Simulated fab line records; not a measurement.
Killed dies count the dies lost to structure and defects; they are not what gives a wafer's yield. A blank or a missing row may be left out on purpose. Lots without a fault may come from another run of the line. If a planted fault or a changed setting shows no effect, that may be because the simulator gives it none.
What tool caused it? :: flow n5Finfet :: Sampling: 9 lots, 27 wafers, 6 of 1938 route steps

== WHAT EACH GAUGE READ, for each wafer ==
N5_BEOL_M2_INSPECT_59: inspects for defects (darkfield).
lot: L365
measured: day 6 22:16
on: defectInspect-02
rawDefectCount: 63 132 84

lot: L366
measured: day 7 01:36
on: defectInspect-02
rawDefectCount: 94 110 85

lot: L369
measured: day 7 19:01
on: defectInspect-01
rawDefectCount: 42 35 39

lot: L371
measured: day 8 09:57
on: defectInspect-02
rawDefectCount: 64 71 66

lot: L373
measured: day 8 22:51
on: defectInspect-02
rawDefectCount: 90 117 70

lot: L375
measured: day 9 13:01
on: defectInspect-02
rawDefectCount: 90 102 109

lot: L376
measured: day 10 06:56
on: defectInspect-02
rawDefectCount: 75 74 72

lot: L381
measured: day 11 05:38
on: defectInspect-01
rawDefectCount: 88 71 83

lot: L388
measured: day 13 00:18
on: defectInspect-02
rawDefectCount: 67 47 36

N5_BEOL_M3_THK_MEAS_01.
lot: L365
measured: day 6 22:22
on: filmMetro-01
M3_ILD_THK (nm): 78.9 79.0 81.1

lot: L366
measured: day 7 01:42
on: filmMetro-01
M3_ILD_THK (nm): 77.8 78.5 79.9

lot: L369
measured: day 7 19:07
on: filmMetro-02
M3_ILD_THK (nm): 78.3 78.3 80.2

lot: L371
measured: day 8 10:04
on: filmMetro-01
M3_ILD_THK (nm): 76.6 79.1 78.8

lot: L373
measured: day 8 22:57
on: filmMetro-02
M3_ILD_THK (nm): 78.4 77.7 79.1

lot: L375
measured: day 9 13:07
on: filmMetro-02
M3_ILD_THK (nm): 103.9 102.6 80.6

lot: L376
measured: day 10 07:02
on: filmMetro-02
M3_ILD_THK (nm): 78.0 78.5 78.2

lot: L381
measured: day 11 05:44
on: filmMetro-02
M3_ILD_THK (nm): 103.3 78.5 79.1

lot: L388
measured: day 13 00:25
on: filmMetro-01
M3_ILD_THK (nm): 78.9 79.7 79.9

N5_BEOL_M4_RC_MEAS_101.
lot: L365
measured: day 7 20:01
on: prober-01
CHAIN_V2 (ohm/link): 233 227 225
CHAIN_V2_max_site (ohm/link): 239 230 233
DIBL_N (mV/V): 35.6 35.7 35.3
DIBL_P (mV/V): 34.7 34.9 34.9
IOFF_N (nA/um): 0.148 0.151 0.147
IOFF_P (nA/um): 0.194 0.200 0.196
ION_N (uA/um): 674 688 678
ION_P (uA/um): 468 470 463
SS_N (mV/dec): 71.6 72.3 72.2
SS_P (mV/dec): 73.1 73.5 72.6
VT_N (mV): 249.6 249.3 247.7
VT_P (mV): -251.0 -249.6 -250.2

lot: L366
measured: day 8 02:04
on: prober-02
CHAIN_V2 (ohm/link): 239 232 221
CHAIN_V2_max_site (ohm/link): 246 238 232
DIBL_N (mV/V): 34.0 33.7 33.8
DIBL_P (mV/V): 33.8 33.7 33.5
IOFF_N (nA/um): 0.133 0.128 0.129
IOFF_P (nA/um): 0.171 0.170 0.167
ION_N (uA/um): 662 672 662
ION_P (uA/um): 449 464 456
SS_N (mV/dec): 71.7 71.9 71.2
SS_P (mV/dec): 72.9 73.1 72.6
VT_N (mV): 250.9 254.0 252.7
VT_P (mV): -255.2 -254.0 -255.0

lot: L369
measured: day 8 19:33
on: prober-01
CHAIN_V2 (ohm/link): 243 233 236
CHAIN_V2_max_site (ohm/link): 248 239 245
DIBL_N (mV/V): 36.1 35.2 34.5
DIBL_P (mV/V): 37.1 35.6 35.4
IOFF_N (nA/um): 0.179 0.158 0.144
IOFF_P (nA/um): 0.224 0.199 0.200
ION_N (uA/um): 685 682 669
ION_P (uA/um): 463 461 465
SS_N (mV/dec): 71.1 71.2 71.1
SS_P (mV/dec): 73.4 73.2 73.5
VT_N (mV): 247.2 248.8 252.7
VT_P (mV): -246.5 -250.6 -250.5

lot: L371
measured: day 9 07:28
on: prober-01
CHAIN_V2 (ohm/link): 225 232 236
CHAIN_V2_max_site (ohm/link): 232 242 246
DIBL_N (mV/V): 35.3 35.0 35.2
DIBL_P (mV/V): 36.2 35.3 35.5
IOFF_N (nA/um): 0.149 0.136 0.145
IOFF_P (nA/um): 0.205 0.181 0.195
ION_N (uA/um): 684 676 682
ION_P (uA/um): 467 468 468
SS_N (mV/dec): 71.1 70.5 70.8
SS_P (mV/dec): 72.6 72.9 73.2
VT_N (mV): 248.5 251.2 248.5
VT_P (mV): -249.8 -249.1 -248.5

lot: L373
measured: day 10 11:20
on: prober-01
CHAIN_V2 (ohm/link): 224 226 222
CHAIN_V2_max_site (ohm/link): 228 234 230
DIBL_N (mV/V): 35.2 36.0 36.5
DIBL_P (mV/V): 35.5 35.5 36.9
IOFF_N (nA/um): 0.131 0.134 0.146
IOFF_P (nA/um): 0.189 0.192 0.214
ION_N (uA/um): 672 668 676
ION_P (uA/um): 461 463 465
SS_N (mV/dec): 71.0 71.3 71.0
SS_P (mV/dec): 73.0 72.4 73.2
VT_N (mV): 251.7 250.1 249.3
VT_P (mV): -250.1 -248.9 -249.1

lot: L375
measured: day 10 18:28
on: prober-01
CHAIN_V2 (ohm/link): - - 229
CHAIN_V2_max_site (ohm/link): - - 239
DIBL_N (mV/V): 36.3 37.7 34.9
DIBL_P (mV/V): 35.6 37.2 33.8
IOFF_N (nA/um): 0.127 0.162 0.116
IOFF_P (nA/um): 0.182 0.205 0.165
ION_N (uA/um): 662 672 664
ION_P (uA/um): 455 460 455
SS_N (mV/dec): 71.1 71.3 70.9
SS_P (mV/dec): 72.7 74.0 72.9
VT_N (mV): 252.8 249.4 253.7
VT_P (mV): -253.7 -252.9 -253.3

lot: L376
measured: day 11 19:52
on: prober-02
CHAIN_V2 (ohm/link): 237 239 263
CHAIN_V2_max_site (ohm/link): 255 245 268
DIBL_N (mV/V): 36.7 34.8 35.8
DIBL_P (mV/V): 37.2 33.9 36.8
IOFF_N (nA/um): 0.167 0.126 0.159
IOFF_P (nA/um): 0.223 0.174 0.221
ION_N (uA/um): 682 671 686
ION_P (uA/um): 467 460 473
SS_N (mV/dec): 71.5 70.7 71.5
SS_P (mV/dec): 73.8 72.4 73.1
VT_N (mV): 245.8 251.2 247.0
VT_P (mV): -248.0 -251.6 -249.2

lot: L381
measured: day 11 22:54
on: prober-01
CHAIN_V2 (ohm/link): - 239 229
CHAIN_V2_max_site (ohm/link): - 242 237
DIBL_N (mV/V): 36.7 37.5 35.5
DIBL_P (mV/V): 38.5 40.4 37.5
IOFF_N (nA/um): 0.165 0.185 0.140
IOFF_P (nA/um): 0.205 0.235 0.195
ION_N (uA/um): 672 682 654
ION_P (uA/um): 457 459 449
SS_N (mV/dec): 72.0 71.9 71.7
SS_P (mV/dec): 73.8 74.1 73.5
VT_N (mV): 250.8 251.0 254.2
VT_P (mV): -254.0 -249.4 -251.7

lot: L388
measured: day 14 10:37
on: prober-01
CHAIN_V2 (ohm/link): 238 229 222
CHAIN_V2_max_site (ohm/link): 250 238 234
DIBL_N (mV/V): 35.0 35.0 35.9
DIBL_P (mV/V): 35.5 36.1 36.4
IOFF_N (nA/um): 0.129 0.136 0.141
IOFF_P (nA/um): 0.156 0.168 0.169
ION_N (uA/um): 667 678 677
ION_P (uA/um): 456 460 462
SS_N (mV/dec): 71.1 71.8 72.3
SS_P (mV/dec): 73.3 72.9 73.3
VT_N (mV): 251.5 249.9 250.5
VT_P (mV): -255.6 -253.4 -256.6

== TOOL THAT RAN EACH LOT (tool first, then ch and the chambers of the sampled wafers, then the start) ==
lot: L365
N5_BEOL_M2_ANNEAL_91: pvdSputter-03, day 6 20:37
N5_BEOL_M2_CO_CAP_55: cvdCo-02 ch 0,2, day 6 22:04
N5_BEOL_M3_ILD_DEP_00: pecvd-04 ch 1,2, day 6 22:18

lot: L366
N5_BEOL_M2_ANNEAL_91: pvdSputter-02, day 6 23:44
N5_BEOL_M2_CO_CAP_55: cvdCo-01 ch 1,2, day 7 01:23
N5_BEOL_M3_ILD_DEP_00: pecvd-01 ch 1,2, day 7 01:38

lot: L369
N5_BEOL_M2_ANNEAL_91: pvdSputter-01, day 7 17:22
N5_BEOL_M2_CO_CAP_55: cvdCo-01 ch 1,2, day 7 18:49
N5_BEOL_M3_ILD_DEP_00: pecvd-01 ch 0,1,2, day 7 19:03

lot: L371
N5_BEOL_M2_ANNEAL_91: pvdSputter-01, day 8 08:02
N5_BEOL_M2_CO_CAP_55: cvdCo-01 ch 0, day 8 09:34
N5_BEOL_M3_ILD_DEP_00: pecvd-04 ch 0,2, day 8 09:59

lot: L373
N5_BEOL_M2_ANNEAL_91: pvdSputter-01, day 8 21:12
N5_BEOL_M2_CO_CAP_55: cvdCo-02 ch 0,2, day 8 22:38
N5_BEOL_M3_ILD_DEP_00: pecvd-04 ch 0,1,2, day 8 22:53

lot: L375
N5_BEOL_M2_ANNEAL_91: pvdSputter-03, day 9 11:22
N5_BEOL_M2_CO_CAP_55: cvdCo-02 ch 0,1,2, day 9 12:48
N5_BEOL_M3_ILD_DEP_00: pecvd-04 ch 0,1,2, day 9 13:03

lot: L376
N5_BEOL_M2_ANNEAL_91: pvdSputter-02, day 10 05:11
N5_BEOL_M2_CO_CAP_55: cvdCo-02 ch 0,1,2, day 10 06:43
N5_BEOL_M3_ILD_DEP_00: pecvd-01 ch 0,1,2, day 10 06:58

lot: L381
N5_BEOL_M2_ANNEAL_91: pvdSputter-03, day 11 03:58
N5_BEOL_M2_CO_CAP_55: cvdCo-01 ch 0,2, day 11 05:26
N5_BEOL_M3_ILD_DEP_00: pecvd-04 ch 1,2, day 11 05:40

lot: L388
N5_BEOL_M2_ANNEAL_91: pvdSputter-02, day 12 22:38
N5_BEOL_M2_CO_CAP_55: cvdCo-02 ch 0,1, day 13 00:05
N5_BEOL_M3_ILD_DEP_00: pecvd-02 ch 0,1, day 13 00:20
- N5_BEOL_M2_ANNEAL_91: time 240 s.
- N5_BEOL_M2_CO_CAP_55: material Co, precursor CCTBA/H2, target thk 2 nm, time 102.1 s.
- N5_BEOL_M3_ILD_DEP_00: deposits SiOC from DEMS/O2, target thk 79 nm, time 15.3 s.

== WHAT THE TOOLS THEMSELVES READ (means of the sampled wafers that have a number; where no wafer has one, the mark that the record gives instead) ==
N5_BEOL_M2_ANNEAL_91.
lot: L365
tool: pvdSputter-03
heaterPowerW (W): 937

lot: L366
tool: pvdSputter-02
heaterPowerW (W): 869

lot: L369
tool: pvdSputter-01
heaterPowerW (W): 885

lot: L371
tool: pvdSputter-01
heaterPowerW (W): 752

lot: L373
tool: pvdSputter-01
heaterPowerW (W): 816

lot: L375
tool: pvdSputter-03
heaterPowerW (W): 948

lot: L376
tool: pvdSputter-02
heaterPowerW (W): 834

lot: L381
tool: pvdSputter-03
heaterPowerW (W): 927

lot: L388
tool: pvdSputter-02
heaterPowerW (W): 840

N5_BEOL_M2_CO_CAP_55.
lot: L365
tool: cvdCo-02
heaterPowerW (W): 234

lot: L366
tool: cvdCo-01
heaterPowerW (W): 232

lot: L369
tool: cvdCo-01
heaterPowerW (W): 230

lot: L371
tool: cvdCo-01
heaterPowerW (W): 222

lot: L373
tool: cvdCo-02
heaterPowerW (W): 226

lot: L375
tool: cvdCo-02
heaterPowerW (W): 236

lot: L376
tool: cvdCo-02
heaterPowerW (W): 231

lot: L381
tool: cvdCo-01
heaterPowerW (W): 233

lot: L388
tool: cvdCo-02
heaterPowerW (W): 230

N5_BEOL_M3_ILD_DEP_00.
lot: L365
tool: pecvd-04
heaterPowerW (W): 460
rfFwdPowerW (W): 493.0
showerheadPlenumPTorr (Torr): 5.683
throttleValvePct (%): 11.2

lot: L366
tool: pecvd-01
heaterPowerW (W): 375
rfFwdPowerW (W): 491.1
showerheadPlenumPTorr (Torr): 5.675
throttleValvePct (%): 12.4

lot: L369
tool: pecvd-01
heaterPowerW (W): 448
rfFwdPowerW (W): 491.2
showerheadPlenumPTorr (Torr): 5.669
throttleValvePct (%): 12.6

lot: L371
tool: pecvd-04
heaterPowerW (W): 426
rfFwdPowerW (W): 490.9
showerheadPlenumPTorr (Torr): 5.701
throttleValvePct (%): 11.8

lot: L373
tool: pecvd-04
heaterPowerW (W): 410
rfFwdPowerW (W): 493.4
showerheadPlenumPTorr (Torr): 5.698
throttleValvePct (%): 11.9

lot: L375
tool: pecvd-04
heaterPowerW (W): 418
rfFwdPowerW (W): 494.5
showerheadPlenumPTorr (Torr): 5.697
throttleValvePct (%): 11.8

lot: L376
tool: pecvd-01
heaterPowerW (W): 423
rfFwdPowerW (W): 492.8
showerheadPlenumPTorr (Torr): 5.671
throttleValvePct (%): 12.7

lot: L381
tool: pecvd-04
heaterPowerW (W): 426
rfFwdPowerW (W): 492.4
showerheadPlenumPTorr (Torr): 5.689
throttleValvePct (%): 11.2

lot: L388
tool: pecvd-02
heaterPowerW (W): 523
rfFwdPowerW (W): 495.2
showerheadPlenumPTorr (Torr): 5.687
throttleValvePct (%): 11.1

== THE ANSWER, worked out from the rows above alone ==
Rule: the usual values come from the lots themselves. The widest of any qualifying gaps counts: lots, ordered by their means at a reading, are off when they make up no more than a third of the lots, leave a main group of 4 or more, and stand apart from it by 3 or more times the standard deviation of that group's means. A main group whose means are all the same, to the digits that the tables above print for the reading, isn't used. Also off: a lot with no number at a reading for which 4 or more lots have one. Where the step has rows for the other lots, those lots are counted as sound. Order of review: gauges by route order, followed by the tools' own readings, for which a lot's mean as printed above is used. The first step at which some lot is off is used, and at that step the reading that is off furthest; a lot without a number counts as furthest.
Off: L375, L381, at N5_BEOL_M3_THK_MEAS_01 (M3_ILD_THK). The main group has a mean of 78.8 nm with a standard deviation of 0.55.
If a tool, at a process step before that reading, ran all the lots that are off and no sound lot after the first of them, it fits. The gauges at N5_BEOL_M3_THK_MEAS_01 are tried like those tools. 2 tools fit, pvdSputter-03 at N5_BEOL_M2_ANNEAL_91 and pecvd-04 at N5_BEOL_M3_ILD_DEP_00, so this cannot tell which one it is.

== WHAT THE SIMULATOR PUT IN ==
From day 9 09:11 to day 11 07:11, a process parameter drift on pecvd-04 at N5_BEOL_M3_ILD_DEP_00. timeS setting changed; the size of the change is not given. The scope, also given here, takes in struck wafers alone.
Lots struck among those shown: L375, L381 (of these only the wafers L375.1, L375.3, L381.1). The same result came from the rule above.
